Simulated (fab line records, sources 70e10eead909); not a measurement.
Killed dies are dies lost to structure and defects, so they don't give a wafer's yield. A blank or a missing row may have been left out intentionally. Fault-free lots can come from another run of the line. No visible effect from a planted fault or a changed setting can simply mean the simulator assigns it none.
A lot that was struck, set against a sound lot / flow nandHarc / 16 steps out of a route of 1302
Sound: the wafers L117.1, L117.3, L117.5. Wafers L129.3, L129.4, L129.5 were the ones struck. Last of all comes the cause.
Order at every step that has rows: each side's tool, ch and its chambers, its first start. Under that, the readings that differ: sound wafers / struck wafers / difference of the means / sigmas: that difference in standard deviations of wafers without a fault.
alike: same words and numbers on both sides, and readings whose means sit less than 2 such deviations apart. not compared: any withheld reading, any reading some wafer has no value for, any bound like >300 that may hide the same value, and any number with overlapping values for which the record gives no deviation.
A row with sigmas, a row that says differs or no value, or rows on one side alone: a step with any of these is where the two part. Numbers that have no deviation but don't overlap get no sigmas and don't part them. A reading missing from all wafers of one side parts the sides only when that side holds two or more wafers.

first, 1 step without rows for these wafers: NHARC_A_DECK1_JOINT_SRD_15.
NHARC_A_DECK1_JOINT_DEP_16: deposits SiO2, target thk 45 nm.
  sound on pecvd-03 ch 0,1,2, day 14 02:17; struck on pecvd-01 ch 0,1,2, day 18 07:53
  alike: heaterPowerW, throttleValvePct
NHARC_A_DECK1_JOINT_THK_MEAS_17: measures by ellipsometry.
  struck on filmMetro-01, day 18 08:08; sound on filmMetro-01, day 14 02:32
  alike: thkNm
NHARC_A_DECK1_JOINT_INSPECT_05:
  struck on defectInspect-02, day 18 08:11; sound on defectInspect-01, day 14 02:35
  alike: rawDefectCount
after that, 1 step with no rows for these wafers: NHARC_A_ONON_D2_DEP_00 (target thk 1000 nm).
NHARC_A_ONON_D2_THK_MEAS_02: measures by ellipsometry.
  struck on filmMetro-02, day 18 08:46; sound on filmMetro-02, day 14 03:09
  alike: thkNm
after that, 1 step with no rows for these wafers: NHARC_A_ONON_D2_DEP_03 (target thk 1000 nm).
NHARC_A_ONON_D2_THK_MEAS_05: measures by ellipsometry.
  struck on filmMetro-02, day 18 09:27; sound on filmMetro-02, day 14 03:43
  alike: thkNm
after that, 1 step with no rows for these wafers: NHARC_A_ONON_D2_DEP_06 (target thk 1000 nm).
NHARC_A_ONON_D2_THK_MEAS_08: measures by ellipsometry.
  struck on filmMetro-02, day 18 10:01; sound on filmMetro-02, day 14 04:17
  alike: thkNm
after that, 1 step with no rows for these wafers: NHARC_A_ONON_D2_DEP_09 (target thk 1000 nm).
NHARC_A_ONON_D2_THK_MEAS_11: measures by ellipsometry.
  struck on filmMetro-02, day 18 10:43; sound on filmMetro-02, day 14 05:02
  alike: thkNm
NHARC_A_ONON_D2_DEP_12: target thk 1000 nm.
  sound on pecvdOnon-03 ch 0, day 14 05:14; struck on pecvdOnon-04 ch 0, day 18 11:02
  alike: n2oFlowSccm, nh3FlowSccm
NHARC_A_ONON_D2_THK_MEAS_14: measures by ellipsometry.
  struck on filmMetro-02, day 18 11:26; sound on filmMetro-02, day 14 05:44
reading=thkNm (nm); sound=999 1000 998; struck=668 667 667; difference=-332; sigmas=-46
then, 1 step without rows for these wafers: NHARC_A_ONON_D2_ANNEAL_15 (time 3600 s).
-- jump in the record: it breaks off in module A_ONON_D2 and resumes in module END (first step shown: number 1302 of the route), and 12 days separate the struck wafers' starts before and after --
NHARC_END_SORT_01:
  at this point the record logs the struck wafers (prober-01 ch 0, day 30 22:32) and has no rows for the sound ones

WHERE THEY PART
Earliest at NHARC_A_ONON_D2_THK_MEAS_14; latest, in this record, at NHARC_END_SORT_01.

WHY: the cause the simulator had injected
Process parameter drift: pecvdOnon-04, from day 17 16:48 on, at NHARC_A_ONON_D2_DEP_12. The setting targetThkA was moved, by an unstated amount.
